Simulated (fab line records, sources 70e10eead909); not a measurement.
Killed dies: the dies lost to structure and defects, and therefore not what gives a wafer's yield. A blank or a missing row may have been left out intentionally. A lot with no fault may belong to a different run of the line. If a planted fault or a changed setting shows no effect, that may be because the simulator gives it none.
fab line records	flow nand_harc
record lots=11	wafers=33	last_day=33
route steps=1302 shown A_SLIT@936 A_WL_FILL@954 END@1302
lots with no fault: from the same line, run without faults
start_h: start of the lot's first displayed wafer, in hours after the record's first day	wait_h: hours elapsed since this lot's preceding step	" unchanged from the row above	L1.1+2: a row that stands for several wafers	- no value present, or no start provided	* or withheld: withheld	< > ~ a bound
route shown NAME@n: NAME is a module with steps in the file, n the number in the route of the first one	usual: mean/standard deviation of fault-free wafers	same: alike in all rows	chamber/n: place in a boat	sites: each site's reading	_std_site: standard deviation of those values	_edge_site: mean of outer sites minus mean of inner sites	radius_mm: how far each site lies from the wafer's centre	mask NAME#n: copy n	behind: tool/chamber where the wafer was last shaped	hold: why the lot went on hold/how many hours it stayed there/how the hold came to an end	device: transistor that didn't switch, given as n, p or np	end of line: the tests these same wafers got at the end of their route	a step with no rows: only its recipe	killed: the dies lost at the first sort to structure and to defects; this is not the yield of the wafer	map: per-die view of a wafer (x killed, . not killed, _ where there is no die)
set.NAME: the setting the step ran with; set.NAME@STEP: the setting that earlier step ran with	model.NAME: the simulator's own value behind a step, which no gauge read
one table for each step of the route and one row for each wafer, over a sample of lots
services: when a tool's chamber went out of use (start_h, in hours from the record's first day, below 0 if earlier), for how many hours, and the reason
## steps
# step NHARC_A_SLIT_DESCUM_14
# recipe time_s=3	o2_flow_sccm=200	ar_flow_sccm=0	bias_power_w=0	chemistry=O2
# usual drypump_motor_current_A=5.7/0.47	oes_product_au=1.001/0.0061	rf_vpp_V=57.8/0.95	showerhead_plenum_p_Torr=1.92/0.094	throttle_valve_pct=11.311/0.0097
lot.wafer	tool	chamber	start_h	wait_h	drypump_motor_current_A	oes_product_au	rf_hours_counter_h	rf_vpp_V	showerhead_plenum_p_Torr	throttle_valve_pct
L740.1	rie_diel-05	1	447.59	0.1	5.7	1.009	1.1	57.8	2.01	11.323
L740.3	"	2	"	"	5.1	1.004	1.7	58.5	2.05	11.307
L740.6	"	2	"	"	5.1	1.009	-	57.9	2.05	11.316
L741.3	rie_diel-05	2	471.86	0.1	5.1	0.994	3.9	58.0	2.05	11.312
L741.2	"	3	"	"	5.9	1.007	3.5	58.9	2.00	11.293
L741.4	"	0	"	"	6.3	1.004	3.1	57.8	1.95	11.281
L743.4	rie_diel-03	2	475.59	0.1	6.6	1.003	0.5	57.7	2.05	11.300
L743.1	"	3	"	"	5.2	0.990	0.5	58.3	1.86	11.310
L743.5	"	3	"	"	5.3	1.007	-	58.4	1.86	11.321
L746.2	rie_diel-03	1	501.17	0.1	5.6	1.001	2.9	56.2	1.78	11.329
L746.1	"	2	"	"	6.6	1.006	2.1	57.4	2.05	11.300
L746.5	"	1	"	"	5.6	1.000	-	56.4	1.78	11.320
L752.2	rie_diel-03	1	571.91	0.1	5.6	1.000	7.1	56.4	1.77	11.313
L752.4	"	2	"	"	6.6	0.997	6.3	58.5	2.05	11.303
L752.5	"	1	"	"	5.6	1.007	-	57.7	1.77	11.309
L753.4	rie_diel-03	0	580.91	0.1	5.5	0.994	7.4	58.2	1.85	11.310
L753.3	"	1	"	"	5.6	1.002	7.7	55.3	1.77	11.308
L753.2	"	2	"	"	6.6	1.007	7.0	59.1	2.05	11.312
L755.4	rie_diel-07	2	597.13	0.1	5.4	1.014	5.2	57.4	1.84	11.315
L755.1	"	3	"	"	6.0	1.001	4.1	58.3	1.95	11.300
L755.3	"	1	"	"	5.6	0.995	4.8	57.7	1.84	11.337
L757.3	rie_diel-05	2	627.01	0.1	5.1	1.004	1.4	59.4	2.05	11.309
L757.1	"	0	"	"	6.4	1.008	1.4	57.3	1.95	11.318
L757.4	"	3	"	"	6.0	1.006	-	57.4	2.00	11.311
L761.4	rie_diel-03	1	648.49	0.1	5.6	0.995	0.1	57.1	1.77	11.309
L761.1	"	3	"	"	5.3	1.008	0.2	57.8	1.86	11.306
L761.5	"	2	"	"	6.6	1.001	-	58.0	2.05	11.302
L759.1	rie_diel-03	2	663.46	0.1	6.6	1.003	1.0	59.5	2.05	11.320
L759.6	"	2	"	"	6.6	1.007	-	57.0	2.05	11.318
L759.5	"	3	"	"	5.2	1.007	-	58.7	1.85	11.306
L763.2	rie_diel-07	0	678.59	0.1	6.3	1.007	1.4	57.3	1.89	11.311
L763.1	"	2	"	"	5.4	0.997	1.6	58.4	1.84	11.317
L763.6	"	1	"	"	5.6	1.008	-	57.1	1.83	11.317
# step NHARC_A_SLIT_ETCH_24
# recipe target_depth_a=1210	time_s=60.5	cf4_flow_sccm=100	chf3_flow_sccm=30	ar_flow_sccm=0	rf_w=500	bias_w=200	chemistry=CF4/CHF3
# usual chf3_flow_sccm=30.01/0.095	drypump_motor_current_A=5.8/0.47	oes_product_au=0.960/0.017	rf_vpp_V=370.5/2.5	showerhead_plenum_p_Torr=1.58/0.072	throttle_valve_pct=16.804/0.0076
lot.wafer	tool	chamber	start_h	wait_h	chf3_flow_sccm	drypump_motor_current_A	oes_product_au	rf_hours_counter_h	rf_vpp_V	showerhead_plenum_p_Torr	throttle_valve_pct
L740.3	rie_diel-05	0	447.68	0.1	30.20	6.3	0.966	1.2	371.3	1.61	16.797
L740.1	"	2	"	"	30.07	5.1	0.945	1.7	373.1	1.68	16.818
L740.6	"	0	"	"	30.19	6.4	0.965	-	372.3	1.61	16.792
L741.3	rie_diel-05	2	471.93	0.1	29.90	5.1	0.962	3.9	373.3	1.68	16.810
L741.4	"	3	"	"	30.14	6.0	0.960	3.5	372.3	1.64	16.797
L741.2	"	1	"	"	29.90	5.7	0.970	3.5	372.0	1.65	16.804
L743.1	rie_diel-03	0	475.68	0.1	29.90	5.5	0.970	1.0	368.8	1.52	16.797
L743.4	"	3	"	"	30.10	5.2	0.958	0.5	369.4	1.53	16.807
L743.5	"	1	"	"	30.06	5.6	0.976	-	368.2	1.47	16.806
L746.2	rie_diel-03	3	501.25	0.1	30.04	5.3	0.979	2.5	369.7	1.53	16.800
L746.1	"	0	"	"	29.97	5.5	0.951	3.3	368.5	1.52	16.803
L746.5	"	2	"	"	29.88	6.6	0.973	-	374.6	1.68	16.795
L752.4	rie_diel-03	1	572.01	0.1	30.05	5.7	0.956	7.1	368.1	1.47	16.809
L752.2	"	2	"	"	30.11	6.6	0.957	6.3	372.8	1.68	16.808
L752.5	"	0	"	"	30.14	5.5	0.974	-	368.6	1.52	16.812
L753.2	rie_diel-03	1	580.99	0.1	29.99	5.6	0.992	7.8	366.7	1.47	16.808
L753.4	"	3	"	"	30.16	5.2	0.964	7.9	369.0	1.53	16.797
L753.3	"	0	"	"	29.99	5.5	0.955	7.4	370.2	1.52	16.826
L755.4	rie_diel-07	2	597.22	0.1	29.90	5.4	0.964	5.2	368.7	1.52	16.800
L755.3	"	3	"	"	30.06	6.0	0.970	4.1	371.1	1.61	16.794
L755.1	"	1	"	"	30.09	5.6	0.970	4.8	369.1	1.51	16.790
L757.1	rie_diel-05	0	627.11	0.1	29.89	6.3	0.967	1.4	371.7	1.60	16.804
L757.3	"	3	"	"	29.86	6.0	0.977	1.4	372.6	1.64	16.802
L757.4	"	2	"	"	29.97	5.1	0.966	-	374.5	1.68	16.795
L761.4	rie_diel-03	2	648.59	0.1	30.13	6.5	0.955	0.2	373.6	1.68	16.799
L761.1	"	3	"	"	29.87	5.3	0.977	0.2	367.6	1.53	16.800
L761.5	"	2	"	"	30.14	6.6	0.945	-	373.6	1.68	16.796
L759.1	rie_diel-03	0	663.56	0.1	30.04	5.5	0.975	1.3	369.9	1.52	16.804
L759.5	"	2	"	"	30.07	6.6	0.961	-	374.5	1.68	16.795
L759.6	"	3	"	"	30.00	5.3	0.963	-	369.0	1.53	16.801
L763.1	rie_diel-07	1	678.69	0.1	29.97	5.6	0.955	1.4	367.1	1.51	16.809
L763.2	"	2	"	"	30.02	5.4	0.961	1.7	367.9	1.52	16.806
L763.6	"	2	"	"	30.12	5.4	0.942	-	368.9	1.52	16.816
# step NHARC_A_SLIT_ETCH_26
# recipe bias_v=400	source_w=2000	pressure_mtorr=25	time_s=90	ar_flow_sccm=375	c4f8_flow_sccm=41.7	o2_flow_sccm=83.3	target_depth_a=4000	chemistry=C4F8/O2/Ar
# usual bias_v=400/3.6	drypump_motor_current_A=6.2/0.44	showerhead_plenum_p_Torr=3.79/0.17	throttle_valve_pct=27.617/0.0086
lot.wafer	tool	chamber	start_h	wait_h	bias_v	drypump_motor_current_A	rf_hours_counter_h	showerhead_plenum_p_Torr	throttle_valve_pct
L740.1	har_etch-01	0	453.05	2.4	402	6.0	233	3.69	27.606
L740.3	"	1	"	"	402	5.5	-	3.53	27.620
L740.6	"	0	"	"	402	6.0	-	3.69	27.618
L741.2	har_etch-02	1	476.78	2.5	403	6.3	49	3.95	27.611
L741.4	"	0	"	"	400	6.8	-	3.95	27.616
L741.3	"	1	"	"	397	6.3	-	3.95	27.602
L743.1	har_etch-02	1	480.65	3.1	401	6.3	53	3.95	27.616
L743.4	"	1	"	"	400	6.3	-	3.95	27.609
L743.5	"	1	"	"	400	6.3	-	3.95	27.619
L746.2	har_etch-02	0	507.69	3.0	399	6.8	68	3.94	27.615
L746.1	"	1	"	"	404	6.3	68	3.94	27.614
L746.5	"	0	"	"	397	6.8	-	3.94	27.616
L752.2	har_etch-01	0	581.16	3.0	396	6.0	310	3.65	27.625
L752.4	"	0	"	"	401	6.0	-	3.65	27.641
L752.5	"	0	"	"	406	6.0	-	3.65	27.638
L753.2	har_etch-02	1	585.80	2.4	400	6.3	114	3.91	27.631
L753.4	"	0	"	"	403	6.8	-	3.91	27.620
L753.3	"	1	"	"	404	6.3	-	3.91	27.620
L755.1	har_etch-01	1	602.09	2.5	398	5.5	317	3.48	27.600
L755.3	"	0	"	"	398	6.0	-	3.65	27.625
L755.4	"	1	"	"	405	5.5	-	3.48	27.616
L757.1	har_etch-02	1	635.10	3.0	404	6.3	141	3.90	27.620
L757.3	"	1	"	"	403	6.3	-	3.90	27.622
L757.4	"	0	"	"	397	6.8	-	3.90	27.612
L761.1	har_etch-02	1	653.38	2.4	399	6.3	152	3.89	27.606
L761.4	"	0	"	"	404	6.8	-	3.89	27.611
L761.5	"	1	"	"	404	6.3	-	3.89	27.610
L759.1	har_etch-02	1	668.35	2.4	406	6.3	159	3.89	27.616
L759.6	"	0	"	"	393	6.7	-	3.89	27.603
L759.5	"	1	"	"	399	6.3	-	3.89	27.610
L763.1	har_etch-02	1	685.43	3.0	397	6.3	175	3.88	27.617
L763.2	"	0	"	"	403	6.7	175	3.88	27.610
L763.6	"	0	"	"	404	6.8	-	3.88	27.608
# step NHARC_A_WL_FILL_ALD_02
# recipe target_thk_a=20	pulse_time_s=3	ald_cycles=100	temp_c=450	material=TiN
# usual ald_cycles=100/0	heater_power_outer_w=671/55	heater_power_w=1060/95	precursor_pulse_height_rel=1.000/0.02
lot.wafer	tool	chamber	start_h	wait_h	ald_cycles	heater_power_outer_w	heater_power_w	precursor_pulse_height_rel
L740.3	ald_metal-03	3	461.62	0.1	100	636	983	1.030
L740.1	"	1	"	"	100	702	1059	0.997
L740.6	"	3	"	"	100	637	983	0.991
L741.3	ald_metal-04	1	485.35	0.2	100	690	1100	0.996
L741.2	"	2	"	"	100	698	1082	0.999
L741.4	"	3	"	"	100	656	934	1.003
L743.1	ald_metal-02	3	489.28	0.3	100	689	1084	0.992
L743.4	"	0	"	"	100	729	1162	0.967
L743.5	"	2	"	"	100	568	908	0.984
L746.2	ald_metal-03	3	516.35	0.2	100	633	1007	1.019
L746.1	"	0	"	"	100	645	1024	1.008
L746.5	"	3	"	"	100	650	994	1.007
L752.4	ald_metal-03	1	589.81	0.1	-	-	-	-
L752.2	"	3	"	"	-	-	-	-
L752.5	"	2	"	"	-	-	-	-
L753.3	ald_metal-04	1	595.16	0.1	-	-	-	-
L753.2	"	2	"	"	-	-	-	-
L753.4	"	0	"	"	-	-	-	-
L755.1	ald_metal-03	3	610.74	0.2	-	-	-	-
L755.3	"	1	"	"	-	-	-	-
L755.4	"	3	"	"	-	-	-	-
L757.1	ald_metal-03	0	643.67	0.2	100	673	1058	0.990
L757.4	"	2	"	"	100	639	1099	0.975
L757.3	"	3	"	"	100	652	979	0.973
L761.1	ald_metal-03	3	661.88	0.2	100	629	983	1.000
L761.4	"	0	"	"	100	681	1043	1.009
L761.5	"	3	"	"	100	641	965	0.996
L759.1	ald_metal-03	0	676.86	0.2	100	671	1029	1.014
L759.5	"	0	"	"	100	687	1053	0.995
L759.6	"	1	"	"	100	734	1083	0.941
L763.1	ald_metal-04	3	694.21	0.2	100	668	972	1.032
L763.2	"	0	"	"	100	694	1262	0.980
L763.6	"	2	"	"	100	737	1098	1.003
# step NHARC_END_SORT_01
# recipe temp_c=25
# usual killed_at_array=52/16	killed_at_other=0.8/1.1	killed_at_periphery=4.2/2.5	killed_dies=57/16	killed_open=3.4/2	killed_short=2.6/1.6
# same gross_dies=677
lot.wafer	tool	chamber	start_h	wait_h	killed_at_array	killed_at_other	killed_at_periphery	killed_dies	killed_open	killed_short
L753.2	prober-01	0	691.54	2.8	673	1	3	677	5	5
L753.3	prober-01	0	692.33	3.1	671	0	6	677	3	1
L753.4	prober-01	0	693.13	3.4	674	0	3	677	1	1
L752.2	prober-02	0	691.62	2.9	675	1	1	677	4	2
L752.4	prober-02	0	693.23	3.4	674	0	3	677	4	4
L752.5	prober-02	0	694.04	3.7	675	0	2	677	1	3
L755.1	prober-02	0	708.25	2.5	671	0	6	677	4	5
L755.3	prober-02	0	709.86	3.1	671	0	6	677	2	4
L755.4	prober-02	0	710.67	3.4	672	1	4	677	3	5
# killed by level:class
L753.2 A_WL_FILL:area_ald=625 A_CHANNEL_HOLE_D2:chamber_film_flake=15 A_CONTACT:chamber_film_flake=9 A_STAIRCASE:chamber_film_flake=6 A_SLIT:chamber_film_flake=4 A_WL_FILL:geometric_particle:short=2 A_CHANNEL_HOLE_D1:chamber_film_flake=2 P_GATE:geometric_particle:open=1
L752.2 A_WL_FILL:area_ald=604 A_CHANNEL_HOLE_D1:chamber_film_flake=29 A_SLIT:chamber_film_flake=22 A_CHANNEL_HOLE_D2:chamber_film_flake=11 P_M0:geometric_particle:open=1 A_ONON_D2:geometric_particle:short=1 A_CHANNEL_HOLE_D2:geometric_particle:open=1 A_SGD_CUT:geometric_particle:short=1
L753.3 A_WL_FILL:area_ald=628 A_CHANNEL_HOLE_D2:chamber_film_flake=16 A_CONTACT:chamber_film_flake=10 A_CHANNEL_HOLE_D1:chamber_film_flake=7 A_SLIT:chamber_film_flake=4 P_ZERO_WELL:chamber_film_flake=3 A_STAIRCASE:chamber_film_flake=2 P_CONTACT:geometric_particle:open=1
L753.4 A_WL_FILL:area_ald=626 A_CHANNEL_HOLE_D2:chamber_film_flake=20 A_CONTACT:chamber_film_flake=9 A_CHANNEL_HOLE_D1:chamber_film_flake=6 A_STAIRCASE:chamber_film_flake=4 P_ZERO_WELL:chamber_film_flake=3 A_SLIT:chamber_film_flake=3 A_WL_FILL:chamber_film_flake=2
L752.4 A_WL_FILL:area_ald=597 A_SLIT:chamber_film_flake=25 A_CHANNEL_HOLE_D1:chamber_film_flake=25 A_CHANNEL_HOLE_D2:chamber_film_flake=9 A_STAIRCASE:chamber_film_flake=5 A_CONTACT:chamber_film_flake=5 P_CONTACT:chamber_film_flake=2 P_CONTACT:geometric_particle:open=1
L752.5 A_WL_FILL:area_ald=603 A_SLIT:chamber_film_flake=29 A_CHANNEL_HOLE_D1:chamber_film_flake=22 A_CHANNEL_HOLE_D2:chamber_film_flake=12 A_CONTACT:chamber_film_flake=4 A_M0:geometric_particle:short=2 P_M0:geometric_particle:open=1 A_WL_FILL:geometric_particle:short=1
L755.1 A_WL_FILL:area_ald=607 A_SLIT:chamber_film_flake=22 A_CHANNEL_HOLE_D2:chamber_film_flake=14 A_STAIRCASE:chamber_film_flake=7 A_CHANNEL_HOLE_D1:chamber_film_flake=6 A_CONTACT:chamber_film_flake=4 A_DECK1_JOINT:chamber_film_flake=3 A_CHANNEL_FILL_D1:geometric_particle:short=2
L755.3 A_WL_FILL:area_ald=612 A_SLIT:chamber_film_flake=32 A_STAIRCASE:chamber_film_flake=8 A_CHANNEL_HOLE_D1:chamber_film_flake=6 A_CHANNEL_HOLE_D2:chamber_film_flake=5 P_ZERO_WELL:chamber_film_flake=2 A_CONTACT:chamber_film_flake=2 P_STI:geometric_particle:short=1
L755.4 A_WL_FILL:area_ald=625 A_SLIT:chamber_film_flake=20 A_CHANNEL_HOLE_D2:chamber_film_flake=9 A_STAIRCASE:chamber_film_flake=5 A_CONTACT:chamber_film_flake=4 P_ZERO_WELL:chamber_film_flake=2 P_GATE:geometric_particle:short=1 P_CONTACT:geometric_particle:open=1
## services
tool	chamber	start_h	hours	kind
ald_metal-02	-	432.00	10.0	pm
rie_diel-03	-	442.84	1.1	repair
rie_diel-03	-	458.40	9.0	pm
rie_diel-07	-	471.20	9.0	pm
ald_metal-04	-	474.00	10.0	pm
ald_metal-02	3	481.85	1.5	repair
rie_diel-07	1	499.92	7.6	repair
rie_diel-03	0	502.76	4.2	repair
rie_diel-03	0	525.15	6.5	repair
rie_diel-03	1	554.95	4.8	repair
rie_diel-05	1	555.20	80.3	repair
ald_metal-03	3	567.42	2.0	repair
ald_metal-03	-	568.00	10.0	pm
rie_diel-05	-	583.63	9.0	pm
ald_metal-03	0	600.35	20.5	repair
ald_metal-02	-	610.00	10.0	pm
rie_diel-03	-	635.40	9.0	pm
ald_metal-02	-	635.96	3.0	repair
rie_diel-07	-	648.20	9.0	pm
ald_metal-04	-	652.00	10.0	pm
rie_diel-07	-	671.47	0.3	repair
rie_diel-07	3	674.93	6.6	repair
ald_metal-02	1	676.11	26.5	repair
rie_diel-07	0	688.43	23.3	repair
## key
first_sign step=NHARC_A_WL_FILL_ALD_02	reading=tool_record	direction=missing
effect step=NHARC_END_SORT_01	reading=killed_at_array	direction=up	sigmas=39	usual=52	struck=673
more_kills_born_at NHARC_A_WL_FILL_ALD_02@ald_metal-03=3648	NHARC_A_WL_FILL_ALD_02@ald_metal-04=1879
met_at NHARC_A_WL_FILL_ALD_02
struck_lots L752,L753,L755
later_rows_left_out L752.2,L752.4,L752.5,L753.2,L753.3,L753.4,L755.1,L755.3,L755.4
tester_left_out L752,L753,L755
not_acting_at NHARC_A_SLIT_DESCUM_14,NHARC_A_SLIT_ETCH_24,NHARC_A_SLIT_ETCH_26
onset_between 516.35 589.81
fault kind=skipped_step_whole	tool=ald_metal-03,ald_metal-04	chamber=-	onset_h=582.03	steps=NHARC_A_WL_FILL_ALD_02	scope=struck_lots_only
# tester_left_out: of these lots the tester's yield and bins aren't shown, on N5 and GAA mostly nor the transistor test; their killed dies are dies lost to structure and defects alone, not to doping, threshold or leakage, so they don't give the yield
# later_rows_left_out: the simulator's readings of these wafers behind a module that went badly wrong aren't trusted and aren't shown, but for the sort
